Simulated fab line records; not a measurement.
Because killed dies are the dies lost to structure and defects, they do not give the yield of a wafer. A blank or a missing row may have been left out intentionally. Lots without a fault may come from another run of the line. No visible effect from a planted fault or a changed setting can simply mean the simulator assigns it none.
Matching of chambers ; flow nand-harc ; NHARC_A_STAIRCASE_ETCH_169 on rie-diel-10 has 4 sister chambers
The step etches the open film in CH3F/O2, target depth 50 nm, time 107.1 s. 8 wafers are shown with their chamber, then 11 later ones without.

## WAFERS WITH THEIR CHAMBER
wafer;chamber;drypump-motor-current-A (A);showerhead-plenum-p-Torr (Torr)
L076.5;3;5.0;2.65
L083.3;2;6.6;2.64
L084.3;1;5.7;2.49
L084.4;2;6.6;2.64
L088.2;3;5.0;2.64
L088.4;1;5.8;2.49
L088.5;0;6.0;2.43
L089.1;0;6.1;2.42

## WAFERS WITHOUT THEIR CHAMBER
wafer;drypump-motor-current-A (A);showerhead-plenum-p-Torr (Torr)
L089.3;5.0;2.63
L089.6;6.0;2.42
L090.2;5.7;2.48
L090.5;6.6;2.64
L090.6;5.7;2.48
L093.1;6.6;2.63
L093.5;5.8;2.48
L093.6;6.6;2.63
L096.2;6.1;2.42
L096.5;5.0;2.63
L096.6;6.1;2.42

## CHAMBER TAKEN BY EACH
wafer;from the rows above;in truth
L089.3;3;3
L089.6;0;0
L090.2;1;1
L090.5;2;2
L090.6;1;1
L093.1;2;2
L093.5;1;1
L093.6;2;2
L096.2;0;0
L096.5;3;3
L096.6;0;0
Correct placement for 11 of the 11. Not placeable from these rows: 0. Placed wrongly: 0.
How it was worked out, from the rows above alone: a wafer's distance from a chamber is the root of the sum, over the readings, of the square of ((its reading less the chamber's mean) divided by the reading's scatter). The wafer belongs to the nearest chamber; if the next one is less than 2 further off, it can't be placed. The mean given for a chamber averages the wafers shown for that chamber. The scatter: take each reading less its chamber's mean, square it, sum over the shown wafers, divide by the number of wafers less the number of chambers, and take the root.
